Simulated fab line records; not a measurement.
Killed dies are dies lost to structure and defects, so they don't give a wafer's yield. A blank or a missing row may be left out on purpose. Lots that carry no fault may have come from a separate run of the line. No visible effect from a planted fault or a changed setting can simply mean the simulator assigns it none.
Which tool is to blame? || flow n5_finfet || Sampling: 21 lots, 63 wafers, 4 of 1938 route steps

== WHAT THE GAUGES SHOWED, per wafer ==
N5_MOL_CONTACT_COAG_THK_MEAS_53. Usual: VIA_MOL_THK 43.9 nm, standard deviation 0.56.
{"lot": "L074", "measured": "day 5 06:59", "on": "film_metro-01", "VIA_MOL_THK (nm)": "42.7 43.5 43.7", "flag": ""}
{"lot": "L076", "measured": "day 5 16:07", "on": "film_metro-01", "VIA_MOL_THK (nm)": "43.8 43.5 43.7", "flag": ""}
{"lot": "L075", "measured": "day 5 18:20", "on": "film_metro-02", "VIA_MOL_THK (nm)": "44.4 43.5 43.8", "flag": ""}
{"lot": "L077", "measured": "day 6 04:13", "on": "film_metro-01", "VIA_MOL_THK (nm)": "44.7 44.0 43.6", "flag": ""}
{"lot": "L078", "measured": "day 6 19:42", "on": "film_metro-02", "VIA_MOL_THK (nm)": "43.8 43.7 44.6", "flag": ""}
{"lot": "L079", "measured": "day 6 21:44", "on": "film_metro-01", "VIA_MOL_THK (nm)": "43.4 44.1 43.3", "flag": ""}
{"lot": "L080", "measured": "day 7 01:35", "on": "film_metro-02", "VIA_MOL_THK (nm)": "44.6 43.5 44.4", "flag": ""}
{"lot": "L081", "measured": "day 7 03:08", "on": "film_metro-01", "VIA_MOL_THK (nm)": "43.6 44.5 43.5", "flag": ""}
{"lot": "L082", "measured": "day 7 03:28", "on": "film_metro-02", "VIA_MOL_THK (nm)": "42.8 44.0 44.1", "flag": ""}
{"lot": "L085", "measured": "day 7 21:18", "on": "film_metro-01", "VIA_MOL_THK (nm)": "43.4 43.8 43.3", "flag": ""}
{"lot": "L086", "measured": "day 8 15:43", "on": "film_metro-01", "VIA_MOL_THK (nm)": "44.7 44.3 44.7", "flag": ""}
{"lot": "L087", "measured": "day 8 16:28", "on": "film_metro-02", "VIA_MOL_THK (nm)": "43.3 43.6 44.1", "flag": ""}
{"lot": "L088", "measured": "day 8 20:47", "on": "film_metro-02", "VIA_MOL_THK (nm)": "44.9 44.5 44.7", "flag": ""}
{"lot": "L089", "measured": "day 8 23:44", "on": "film_metro-02", "VIA_MOL_THK (nm)": "43.1 43.9 43.8", "flag": ""}
{"lot": "L090", "measured": "day 9 06:29", "on": "film_metro-02", "VIA_MOL_THK (nm)": "43.7 44.4 44.8", "flag": ""}
{"lot": "L091", "measured": "day 9 10:05", "on": "film_metro-01", "VIA_MOL_THK (nm)": "43.8 43.6 44.5", "flag": ""}
{"lot": "L092", "measured": "day 9 15:46", "on": "film_metro-02", "VIA_MOL_THK (nm)": "43.7 44.1 44.4", "flag": ""}
{"lot": "L094", "measured": "day 10 07:10", "on": "film_metro-01", "VIA_MOL_THK (nm)": "43.6 43.8 44.1", "flag": ""}
{"lot": "L095", "measured": "day 10 12:50", "on": "film_metro-01", "VIA_MOL_THK (nm)": "44.4 44.2 44.4", "flag": ""}
{"lot": "L096", "measured": "day 10 23:44", "on": "film_metro-01", "VIA_MOL_THK (nm)": "44.1 45.0 44.3", "flag": ""}
{"lot": "L097", "measured": "day 11 02:26", "on": "film_metro-02", "VIA_MOL_THK (nm)": "44.1 43.5 45.0", "flag": ""}

N5_BEOL_M0_SAQP_CD_MEAS_14: target cd 42.5 nm. Usual: 42.49 nm for cd_nm, sd 0.29.
{"lot": "L074", "measured": "day 5 13:55", "on": "cd_sem-03", "cd_nm (nm)": "42.36 42.58 42.56", "flag": ""}
{"lot": "L076", "measured": "day 5 21:45", "on": "cd_sem-01", "cd_nm (nm)": "42.42 42.50 41.89", "flag": ""}
{"lot": "L075", "measured": "day 5 23:35", "on": "cd_sem-01", "cd_nm (nm)": "42.37 42.35 42.35", "flag": ""}
{"lot": "L077", "measured": "day 6 10:46", "on": "cd_sem-03", "cd_nm (nm)": "42.46 42.62 42.84", "flag": ""}
{"lot": "L078", "measured": "day 7 00:24", "on": "cd_sem-01", "cd_nm (nm)": "41.96 42.35 42.27", "flag": ""}
{"lot": "L079", "measured": "day 7 03:26", "on": "cd_sem-03", "cd_nm (nm)": "41.92 42.82 42.44", "flag": ""}
{"lot": "L080", "measured": "day 7 06:01", "on": "cd_sem-01", "cd_nm (nm)": "42.51 42.57 43.09", "flag": ""}
{"lot": "L081", "measured": "day 7 11:34", "on": "cd_sem-01", "cd_nm (nm)": "42.49 42.40 42.98", "flag": ""}
{"lot": "L082", "measured": "day 7 11:44", "on": "cd_sem-01", "cd_nm (nm)": "42.50 42.75 42.31", "flag": ""}
{"lot": "L085", "measured": "day 8 04:07", "on": "cd_sem-01", "cd_nm (nm)": "42.59 42.57 42.20", "flag": ""}
{"lot": "L086", "measured": "day 8 20:19", "on": "cd_sem-01", "cd_nm (nm)": "42.62 42.22 42.36", "flag": ""}
{"lot": "L087", "measured": "day 9 00:14", "on": "cd_sem-03", "cd_nm (nm)": "42.75 42.40 42.30", "flag": ""}
{"lot": "L088", "measured": "day 9 03:29", "on": "cd_sem-03", "cd_nm (nm)": "43.56 42.88 42.48", "flag": ""}
{"lot": "L089", "measured": "day 9 05:18", "on": "cd_sem-01", "cd_nm (nm)": "42.51 42.17 42.52", "flag": ""}
{"lot": "L090", "measured": "day 9 12:23", "on": "cd_sem-03", "cd_nm (nm)": "41.91 42.71 42.60", "flag": ""}
{"lot": "L091", "measured": "day 9 15:32", "on": "cd_sem-03", "cd_nm (nm)": "42.30 42.41 42.39", "flag": ""}
{"lot": "L092", "measured": "day 9 20:45", "on": "cd_sem-02", "cd_nm (nm)": "42.72 42.47 42.88", "flag": ""}
{"lot": "L094", "measured": "day 10 12:38", "on": "cd_sem-03", "cd_nm (nm)": "42.50 42.63 43.00", "flag": ""}
{"lot": "L095", "measured": "day 10 18:41", "on": "cd_sem-02", "cd_nm (nm)": "42.96 42.24 42.72", "flag": ""}
{"lot": "L096", "measured": "day 11 08:29", "on": "cd_sem-01", "cd_nm (nm)": "42.16 42.41 42.40", "flag": ""}
{"lot": "L097", "measured": "day 11 09:03", "on": "cd_sem-01", "cd_nm (nm)": "42.38 42.38 42.40", "flag": ""}

== WHAT TOOL EACH LOT RAN ON (gives the tool, then ch and the chambers of the sampled wafers, and finally the start) ==
{"lot": "L074", "N5_MOL_CONTACT_COAG_VIA_ETCH_117": "rie_diel-01 ch 0,1,2, day 5 05:53", "N5_BEOL_M0_SAQP_PECVD_04": "pecvd-01 ch 0,2, day 5 13:25"}
{"lot": "L076", "N5_MOL_CONTACT_COAG_VIA_ETCH_117": "rie_diel-04 ch 2,3, day 5 15:01", "N5_BEOL_M0_SAQP_PECVD_04": "pecvd-03 ch 0,1, day 5 21:10"}
{"lot": "L075", "N5_MOL_CONTACT_COAG_VIA_ETCH_117": "rie_diel-02 ch 1,2, day 5 17:10", "N5_BEOL_M0_SAQP_PECVD_04": "pecvd-04 ch 0,1,2, day 5 23:01"}
{"lot": "L077", "N5_MOL_CONTACT_COAG_VIA_ETCH_117": "rie_diel-04 ch 0,2,3, day 6 03:00", "N5_BEOL_M0_SAQP_PECVD_04": "pecvd-01 ch 0,1,2, day 6 10:13"}
{"lot": "L078", "N5_MOL_CONTACT_COAG_VIA_ETCH_117": "rie_diel-02 ch 0,2, day 6 18:34", "N5_BEOL_M0_SAQP_PECVD_04": "pecvd-01 ch 1,2, day 6 23:53"}
{"lot": "L079", "N5_MOL_CONTACT_COAG_VIA_ETCH_117": "rie_diel-04 ch 0,2,3, day 6 20:38", "N5_BEOL_M0_SAQP_PECVD_04": "pecvd-04 ch 0,1,2, day 7 02:52"}
{"lot": "L080", "N5_MOL_CONTACT_COAG_VIA_ETCH_117": "rie_diel-02 ch 0,2,3, day 7 00:29", "N5_BEOL_M0_SAQP_PECVD_04": "pecvd-03 ch 0,1,2, day 7 05:25"}
{"lot": "L081", "N5_MOL_CONTACT_COAG_VIA_ETCH_117": "rie_diel-01 ch 0,2,3, day 7 01:59", "N5_BEOL_M0_SAQP_PECVD_04": "pecvd-04 ch 0,1,2, day 7 10:57"}
{"lot": "L082", "N5_MOL_CONTACT_COAG_VIA_ETCH_117": "rie_diel-02 ch 2,3, day 7 02:22", "N5_BEOL_M0_SAQP_PECVD_04": "pecvd-03 ch 0,1,2, day 7 11:08"}
{"lot": "L085", "N5_MOL_CONTACT_COAG_VIA_ETCH_117": "rie_diel-04 ch 0,1,3, day 7 20:00", "N5_BEOL_M0_SAQP_PECVD_04": "pecvd-01 ch 0,1,2, day 8 03:40"}
{"lot": "L086", "N5_MOL_CONTACT_COAG_VIA_ETCH_117": "rie_diel-02 ch 1,2,3, day 8 14:37", "N5_BEOL_M0_SAQP_PECVD_04": "pecvd-03 ch 0,1,2, day 8 19:53"}
{"lot": "L087", "N5_MOL_CONTACT_COAG_VIA_ETCH_117": "rie_diel-04 ch 0,1, day 8 15:22", "N5_BEOL_M0_SAQP_PECVD_04": "pecvd-04 ch 1,2, day 8 23:47"}
{"lot": "L088", "N5_MOL_CONTACT_COAG_VIA_ETCH_117": "rie_diel-04 ch 0,2,3, day 8 19:41", "N5_BEOL_M0_SAQP_PECVD_04": "pecvd-04 ch 0,1,2, day 9 03:01"}
{"lot": "L089", "N5_MOL_CONTACT_COAG_VIA_ETCH_117": "rie_diel-04 ch 1,2, day 8 22:37", "N5_BEOL_M0_SAQP_PECVD_04": "pecvd-03 ch 0,1,2, day 9 04:43"}
{"lot": "L090", "N5_MOL_CONTACT_COAG_VIA_ETCH_117": "rie_diel-04 ch 0,1,2, day 9 05:23", "N5_BEOL_M0_SAQP_PECVD_04": "pecvd-04 ch 0,1, day 9 11:47"}
{"lot": "L091", "N5_MOL_CONTACT_COAG_VIA_ETCH_117": "rie_diel-01 ch 1,3, day 9 08:59", "N5_BEOL_M0_SAQP_PECVD_04": "pecvd-03 ch 0,1,2, day 9 14:58"}
{"lot": "L092", "N5_MOL_CONTACT_COAG_VIA_ETCH_117": "rie_diel-04 ch 0,1,2, day 9 14:40", "N5_BEOL_M0_SAQP_PECVD_04": "pecvd-03 ch 0, day 9 20:07"}
{"lot": "L094", "N5_MOL_CONTACT_COAG_VIA_ETCH_117": "rie_diel-04 ch 1,2,3, day 10 06:04", "N5_BEOL_M0_SAQP_PECVD_04": "pecvd-03 ch 0,1,2, day 10 12:03"}
{"lot": "L095", "N5_MOL_CONTACT_COAG_VIA_ETCH_117": "rie_diel-02 ch 0,1,3, day 10 11:44", "N5_BEOL_M0_SAQP_PECVD_04": "pecvd-04 ch 0,1,2, day 10 18:13"}
{"lot": "L096", "N5_MOL_CONTACT_COAG_VIA_ETCH_117": "rie_diel-02 ch 0,3, day 10 22:18", "N5_BEOL_M0_SAQP_PECVD_04": "pecvd-04 ch 0,1,2, day 11 08:04"}
{"lot": "L097", "N5_MOL_CONTACT_COAG_VIA_ETCH_117": "rie_diel-02 ch 1,2,3, day 11 01:21", "N5_BEOL_M0_SAQP_PECVD_04": "pecvd-03 ch 0,1,2, day 11 08:28"}
- N5_MOL_CONTACT_COAG_VIA_ETCH_117: etches SiO2 in C4F6/O2, target depth 40 nm, overetch 8 nm, time 26 s.
- N5_BEOL_M0_SAQP_PECVD_04: deposits a-Si from SiH4/He, target thk 60 nm, time 60.2 s.

== WHAT THE TOOLS THEMSELVES READ (means of the sampled wafers that have a number; where no wafer has one, the mark that the record gives instead) ==
N5_MOL_CONTACT_COAG_VIA_ETCH_117. Usual: chamber_pressure_mTorr 10.000 mTorr, standard deviation 0.0088; drypump_motor_current_A 5.49 A, standard deviation 0.3; oes_f_703_au 0.81 a.u., standard deviation 0.08; oes_product_au 0.72 a.u., standard deviation 0.067; rf_fwd_power_W 320.2 W, standard deviation 1.4; rf_vpp_V 1584 V, standard deviation 21; showerhead_plenum_p_Torr 2.87 Torr, standard deviation 0.07; throttle_valve_pct 41.02 %, standard deviation 0.14.
{"lot": "L074", "tool": "rie_diel-01", "chamber_pressure_mTorr (mTorr)": 10.005, "drypump_motor_current_A (A)": 5.76, "oes_f_703_au (a.u.)": 0.84, "oes_product_au (a.u.)": 0.75, "rf_fwd_power_W (W)": 319.0, "rf_vpp_V (V)": 1615, "showerhead_plenum_p_Torr (Torr)": 2.99, "throttle_valve_pct (%)": 41.06, "flag": ""}
{"lot": "L076", "tool": "rie_diel-04", "chamber_pressure_mTorr (mTorr)": 10.001, "drypump_motor_current_A (A)": 5.50, "oes_f_703_au (a.u.)": 0.90, "oes_product_au (a.u.)": 0.78, "rf_fwd_power_W (W)": 319.9, "rf_vpp_V (V)": 1566, "showerhead_plenum_p_Torr (Torr)": 2.89, "throttle_valve_pct (%)": 41.02, "flag": ""}
{"lot": "L075", "tool": "rie_diel-02", "chamber_pressure_mTorr (mTorr)": 10.002, "drypump_motor_current_A (A)": 4.93, "oes_f_703_au (a.u.)": 0.80, "oes_product_au (a.u.)": 0.73, "rf_fwd_power_W (W)": 321.0, "rf_vpp_V (V)": 1597, "showerhead_plenum_p_Torr (Torr)": 2.87, "throttle_valve_pct (%)": 41.16, "flag": ""}
{"lot": "L077", "tool": "rie_diel-04", "chamber_pressure_mTorr (mTorr)": 10.005, "drypump_motor_current_A (A)": 5.60, "oes_f_703_au (a.u.)": 0.83, "oes_product_au (a.u.)": 0.74, "rf_fwd_power_W (W)": 319.8, "rf_vpp_V (V)": 1571, "showerhead_plenum_p_Torr (Torr)": 2.86, "throttle_valve_pct (%)": 40.99, "flag": ""}
{"lot": "L078", "tool": "rie_diel-02", "chamber_pressure_mTorr (mTorr)": 9.994, "drypump_motor_current_A (A)": 5.55, "oes_f_703_au (a.u.)": 0.73, "oes_product_au (a.u.)": 0.65, "rf_fwd_power_W (W)": 320.8, "rf_vpp_V (V)": 1606, "showerhead_plenum_p_Torr (Torr)": 2.86, "throttle_valve_pct (%)": 41.09, "flag": ""}
{"lot": "L079", "tool": "rie_diel-04", "chamber_pressure_mTorr (mTorr)": 9.997, "drypump_motor_current_A (A)": 5.58, "oes_f_703_au (a.u.)": 0.82, "oes_product_au (a.u.)": 0.73, "rf_fwd_power_W (W)": 319.8, "rf_vpp_V (V)": 1570, "showerhead_plenum_p_Torr (Torr)": 2.86, "throttle_valve_pct (%)": 40.98, "flag": ""}
{"lot": "L080", "tool": "rie_diel-02", "chamber_pressure_mTorr (mTorr)": 9.993, "drypump_motor_current_A (A)": 5.44, "oes_f_703_au (a.u.)": 0.73, "oes_product_au (a.u.)": 0.65, "rf_fwd_power_W (W)": 319.4, "rf_vpp_V (V)": 1600, "showerhead_plenum_p_Torr (Torr)": 2.90, "throttle_valve_pct (%)": 41.00, "flag": ""}
{"lot": "L081", "tool": "rie_diel-01", "chamber_pressure_mTorr (mTorr)": 10.000, "drypump_motor_current_A (A)": 5.68, "oes_f_703_au (a.u.)": 0.89, "oes_product_au (a.u.)": 0.79, "rf_fwd_power_W (W)": 319.1, "rf_vpp_V (V)": 1606, "showerhead_plenum_p_Torr (Torr)": 2.93, "throttle_valve_pct (%)": 40.90, "flag": ""}
{"lot": "L082", "tool": "rie_diel-02", "chamber_pressure_mTorr (mTorr)": 10.003, "drypump_motor_current_A (A)": 5.23, "oes_f_703_au (a.u.)": 0.74, "oes_product_au (a.u.)": 0.68, "rf_fwd_power_W (W)": 318.7, "rf_vpp_V (V)": 1604, "showerhead_plenum_p_Torr (Torr)": 2.91, "throttle_valve_pct (%)": 40.86, "flag": ""}
{"lot": "L085", "tool": "rie_diel-04", "chamber_pressure_mTorr (mTorr)": 10.004, "drypump_motor_current_A (A)": 5.56, "oes_f_703_au (a.u.)": 0.83, "oes_product_au (a.u.)": 0.73, "rf_fwd_power_W (W)": 320.9, "rf_vpp_V (V)": 1571, "showerhead_plenum_p_Torr (Torr)": 2.82, "throttle_valve_pct (%)": 41.01, "flag": ""}
{"lot": "L086", "tool": "rie_diel-02", "chamber_pressure_mTorr (mTorr)": 10.006, "drypump_motor_current_A (A)": 5.08, "oes_f_703_au (a.u.)": 0.76, "oes_product_au (a.u.)": 0.69, "rf_fwd_power_W (W)": 319.4, "rf_vpp_V (V)": 1601, "showerhead_plenum_p_Torr (Torr)": 2.88, "throttle_valve_pct (%)": 41.02, "flag": ""}
{"lot": "L087", "tool": "rie_diel-04", "chamber_pressure_mTorr (mTorr)": 9.997, "drypump_motor_current_A (A)": 5.63, "oes_f_703_au (a.u.)": 0.77, "oes_product_au (a.u.)": 0.68, "rf_fwd_power_W (W)": 320.6, "rf_vpp_V (V)": 1569, "showerhead_plenum_p_Torr (Torr)": 2.79, "throttle_valve_pct (%)": 41.02, "flag": ""}
{"lot": "L088", "tool": "rie_diel-04", "chamber_pressure_mTorr (mTorr)": 9.993, "drypump_motor_current_A (A)": 5.58, "oes_f_703_au (a.u.)": 0.81, "oes_product_au (a.u.)": 0.71, "rf_fwd_power_W (W)": 321.3, "rf_vpp_V (V)": 1570, "showerhead_plenum_p_Torr (Torr)": 2.86, "throttle_valve_pct (%)": 41.00, "flag": ""}
{"lot": "L089", "tool": "rie_diel-04", "chamber_pressure_mTorr (mTorr)": 9.996, "drypump_motor_current_A (A)": 5.45, "oes_f_703_au (a.u.)": 0.87, "oes_product_au (a.u.)": 0.77, "rf_fwd_power_W (W)": 322.8, "rf_vpp_V (V)": 1559, "showerhead_plenum_p_Torr (Torr)": 2.81, "throttle_valve_pct (%)": 41.08, "flag": ""}
{"lot": "L090", "tool": "rie_diel-04", "chamber_pressure_mTorr (mTorr)": 10.001, "drypump_motor_current_A (A)": 5.51, "oes_f_703_au (a.u.)": 0.82, "oes_product_au (a.u.)": 0.72, "rf_fwd_power_W (W)": 320.5, "rf_vpp_V (V)": 1565, "showerhead_plenum_p_Torr (Torr)": 2.82, "throttle_valve_pct (%)": 41.04, "flag": ""}
{"lot": "L091", "tool": "rie_diel-01", "chamber_pressure_mTorr (mTorr)": 9.997, "drypump_motor_current_A (A)": 5.75, "oes_f_703_au (a.u.)": 0.80, "oes_product_au (a.u.)": 0.71, "rf_fwd_power_W (W)": 319.1, "rf_vpp_V (V)": 1579, "showerhead_plenum_p_Torr (Torr)": 2.82, "throttle_valve_pct (%)": 40.90, "flag": ""}
{"lot": "L092", "tool": "rie_diel-04", "chamber_pressure_mTorr (mTorr)": 9.997, "drypump_motor_current_A (A)": 5.53, "oes_f_703_au (a.u.)": 0.81, "oes_product_au (a.u.)": 0.72, "rf_fwd_power_W (W)": 321.3, "rf_vpp_V (V)": 1564, "showerhead_plenum_p_Torr (Torr)": 2.82, "throttle_valve_pct (%)": 41.04, "flag": ""}
{"lot": "L094", "tool": "rie_diel-04", "chamber_pressure_mTorr (mTorr)": 10.001, "drypump_motor_current_A (A)": 5.50, "oes_f_703_au (a.u.)": 0.85, "oes_product_au (a.u.)": 0.75, "rf_fwd_power_W (W)": 319.7, "rf_vpp_V (V)": 1564, "showerhead_plenum_p_Torr (Torr)": 2.84, "throttle_valve_pct (%)": 41.06, "flag": ""}
{"lot": "L095", "tool": "rie_diel-02", "chamber_pressure_mTorr (mTorr)": 10.003, "drypump_motor_current_A (A)": 5.16, "oes_f_703_au (a.u.)": 0.74, "oes_product_au (a.u.)": 0.66, "rf_fwd_power_W (W)": 319.7, "rf_vpp_V (V)": 1591, "showerhead_plenum_p_Torr (Torr)": 2.90, "throttle_valve_pct (%)": 41.10, "flag": ""}
{"lot": "L096", "tool": "rie_diel-02", "chamber_pressure_mTorr (mTorr)": 9.991, "drypump_motor_current_A (A)": 5.29, "oes_f_703_au (a.u.)": 0.72, "oes_product_au (a.u.)": 0.65, "rf_fwd_power_W (W)": 318.9, "rf_vpp_V (V)": 1593, "showerhead_plenum_p_Torr (Torr)": 2.93, "throttle_valve_pct (%)": 40.94, "flag": ""}
{"lot": "L097", "tool": "rie_diel-02", "chamber_pressure_mTorr (mTorr)": 10.010, "drypump_motor_current_A (A)": 5.09, "oes_f_703_au (a.u.)": 0.74, "oes_product_au (a.u.)": 0.67, "rf_fwd_power_W (W)": 319.7, "rf_vpp_V (V)": 1599, "showerhead_plenum_p_Torr (Torr)": 2.87, "throttle_valve_pct (%)": 41.04, "flag": ""}

N5_BEOL_M0_SAQP_PECVD_04. Usual: heater_power_w 616 W, standard deviation 93; rf_fwd_power_W 99.4 W, standard deviation 0.32; showerhead_plenum_p_Torr 5.67 Torr, standard deviation 0.03; susceptor_temp_C 349.97 C, standard deviation 0.21; throttle_valve_pct 18.5 %, standard deviation 0.92.
{"lot": "L074", "tool": "pecvd-01", "heater_power_w (W)": 525, "rf_fwd_power_W (W)": 99.6, "showerhead_plenum_p_Torr (Torr)": 5.63, "susceptor_temp_C (C)": 350.12, "throttle_valve_pct (%)": 17.5, "flag": ""}
{"lot": "L076", "tool": "pecvd-03", "heater_power_w (W)": 571, "rf_fwd_power_W (W)": 99.4, "showerhead_plenum_p_Torr (Torr)": 5.65, "susceptor_temp_C (C)": 350.08, "throttle_valve_pct (%)": 19.6, "flag": ""}
{"lot": "L075", "tool": "pecvd-04", "heater_power_w (W)": 652, "rf_fwd_power_W (W)": 99.7, "showerhead_plenum_p_Torr (Torr)": 5.69, "susceptor_temp_C (C)": 349.87, "throttle_valve_pct (%)": 18.1, "flag": ""}
{"lot": "L077", "tool": "pecvd-01", "heater_power_w (W)": 554, "rf_fwd_power_W (W)": 99.0, "showerhead_plenum_p_Torr (Torr)": 5.65, "susceptor_temp_C (C)": 350.26, "throttle_valve_pct (%)": 17.9, "flag": ""}
{"lot": "L078", "tool": "pecvd-01", "heater_power_w (W)": 531, "rf_fwd_power_W (W)": 99.2, "showerhead_plenum_p_Torr (Torr)": 5.65, "susceptor_temp_C (C)": 349.98, "throttle_valve_pct (%)": 18.3, "flag": ""}
{"lot": "L079", "tool": "pecvd-04", "heater_power_w (W)": 610, "rf_fwd_power_W (W)": 99.3, "showerhead_plenum_p_Torr (Torr)": 5.69, "susceptor_temp_C (C)": 349.94, "throttle_valve_pct (%)": 18.1, "flag": ""}
{"lot": "L080", "tool": "pecvd-03", "heater_power_w (W)": 627, "rf_fwd_power_W (W)": 99.1, "showerhead_plenum_p_Torr (Torr)": 5.65, "susceptor_temp_C (C)": 349.93, "throttle_valve_pct (%)": 18.9, "flag": ""}
{"lot": "L081", "tool": "pecvd-04", "heater_power_w (W)": 674, "rf_fwd_power_W (W)": 99.3, "showerhead_plenum_p_Torr (Torr)": 5.69, "susceptor_temp_C (C)": 350.02, "throttle_valve_pct (%)": 18.2, "flag": ""}
{"lot": "L082", "tool": "pecvd-03", "heater_power_w (W)": 670, "rf_fwd_power_W (W)": 99.8, "showerhead_plenum_p_Torr (Torr)": 5.66, "susceptor_temp_C (C)": 350.08, "throttle_valve_pct (%)": 19.0, "flag": ""}
{"lot": "L085", "tool": "pecvd-01", "heater_power_w (W)": 517, "rf_fwd_power_W (W)": 99.1, "showerhead_plenum_p_Torr (Torr)": 5.64, "susceptor_temp_C (C)": 350.12, "throttle_valve_pct (%)": 18.0, "flag": ""}
{"lot": "L086", "tool": "pecvd-03", "heater_power_w (W)": 617, "rf_fwd_power_W (W)": 99.7, "showerhead_plenum_p_Torr (Torr)": 5.66, "susceptor_temp_C (C)": 350.18, "throttle_valve_pct (%)": 18.9, "flag": ""}
{"lot": "L087", "tool": "pecvd-04", "heater_power_w (W)": 575, "rf_fwd_power_W (W)": 99.8, "showerhead_plenum_p_Torr (Torr)": 5.70, "susceptor_temp_C (C)": 350.05, "throttle_valve_pct (%)": 18.4, "flag": ""}
{"lot": "L088", "tool": "pecvd-04", "heater_power_w (W)": 648, "rf_fwd_power_W (W)": 99.1, "showerhead_plenum_p_Torr (Torr)": 5.68, "susceptor_temp_C (C)": 349.78, "throttle_valve_pct (%)": 18.1, "flag": ""}
{"lot": "L089", "tool": "pecvd-03", "heater_power_w (W)": 639, "rf_fwd_power_W (W)": 99.7, "showerhead_plenum_p_Torr (Torr)": 5.66, "susceptor_temp_C (C)": 349.89, "throttle_valve_pct (%)": 18.9, "flag": ""}
{"lot": "L090", "tool": "pecvd-04", "heater_power_w (W)": 656, "rf_fwd_power_W (W)": 99.4, "showerhead_plenum_p_Torr (Torr)": 5.70, "susceptor_temp_C (C)": 350.04, "throttle_valve_pct (%)": 18.4, "flag": ""}
{"lot": "L091", "tool": "pecvd-03", "heater_power_w (W)": 636, "rf_fwd_power_W (W)": 99.5, "showerhead_plenum_p_Torr (Torr)": 5.66, "susceptor_temp_C (C)": 349.97, "throttle_valve_pct (%)": 18.9, "flag": ""}
{"lot": "L092", "tool": "pecvd-03", "heater_power_w (W)": 511, "rf_fwd_power_W (W)": 98.9, "showerhead_plenum_p_Torr (Torr)": 5.64, "susceptor_temp_C (C)": 349.83, "throttle_valve_pct (%)": 20.2, "flag": ""}
{"lot": "L094", "tool": "pecvd-03", "heater_power_w (W)": 636, "rf_fwd_power_W (W)": 99.5, "showerhead_plenum_p_Torr (Torr)": 5.66, "susceptor_temp_C (C)": 349.76, "throttle_valve_pct (%)": 19.0, "flag": ""}
{"lot": "L095", "tool": "pecvd-04", "heater_power_w (W)": 653, "rf_fwd_power_W (W)": 99.4, "showerhead_plenum_p_Torr (Torr)": 5.69, "susceptor_temp_C (C)": 349.95, "throttle_valve_pct (%)": 18.3, "flag": ""}
{"lot": "L096", "tool": "pecvd-04", "heater_power_w (W)": 642, "rf_fwd_power_W (W)": 99.1, "showerhead_plenum_p_Torr (Torr)": 5.69, "susceptor_temp_C (C)": 349.86, "throttle_valve_pct (%)": 18.3, "flag": ""}
{"lot": "L097", "tool": "pecvd-03", "heater_power_w (W)": 660, "rf_fwd_power_W (W)": 99.4, "showerhead_plenum_p_Torr (Torr)": 5.65, "susceptor_temp_C (C)": 350.09, "throttle_valve_pct (%)": 18.8, "flag": ""}

== THE ANSWER, worked out from the rows above alone ==
Rule: a lot counts as off when the mean over its wafers that have a number is more than 3 standard deviations away from the usual mean. Also off: a lot with no number at a reading for which 4 or more lots have one. The other lots that the step has rows for count as sound. After the gauges, taken in route order, come the tools' own readings; for these a lot's mean is taken, as printed above. The first step at which some lot is off is used, and at that step the reading that is off furthest; a lot without a number counts as furthest.
No lot is off on any of the readings shown, so nothing can be concluded from this.

== WHAT THE SIMULATOR PUT IN ==
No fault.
